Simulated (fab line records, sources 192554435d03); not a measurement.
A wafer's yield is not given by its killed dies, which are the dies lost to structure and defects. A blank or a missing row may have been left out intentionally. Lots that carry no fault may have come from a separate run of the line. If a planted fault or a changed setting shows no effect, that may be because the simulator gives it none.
Chamber matching ; flow n5-finfet ; N5_MIM_TOP_ETCH_STRIP_01 on rie-diel-03 has 4 sister chambers
The step strips in O2. 4 wafers are shown with their chamber, then 7 later ones without.

## EACH WAFER AND ITS CHAMBER
wafer;chamber;drypump-motor-current-A (A)
L075.4;1;6.4
L085.1;3;5.9
L090.4;2;5.6
L090.5;0;5.9

## WAFERS WITHOUT THEIR CHAMBER
wafer;drypump-motor-current-A (A)
L090.6;5.9
L091.1;5.6
L091.3;5.9
L091.6;5.9
L097.2;6.5
L097.4;5.9
L097.5;5.6

## CHAMBER TAKEN BY EACH
wafer;from the rows above;in truth
L090.6;can't be placed: 0 or 3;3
L091.1;2;2
L091.3;can't be placed: 0 or 3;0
L091.6;can't be placed: 0 or 3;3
L097.2;1;1
L097.4;can't be placed: 0 or 3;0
L097.5;2;2
Placed correctly: 3 of 7. From these rows, 4 cannot be placed; in 4 the true chamber is one of the candidates. Number placed wrongly: 0.
How it was worked out, from the rows above alone: a wafer's distance from a chamber is the root of the sum, over the readings, of the square of ((its reading less the chamber's mean) divided by the reading's scatter). If the next closest chamber is less than 2 further off than the closest, the wafer can't be placed; otherwise it belongs to the closest. A chamber's mean is the mean of its shown wafers. The scatter: with one shown wafer a chamber, the root of the mean of the squares of how far each hidden wafer lies from its nearest shown one.
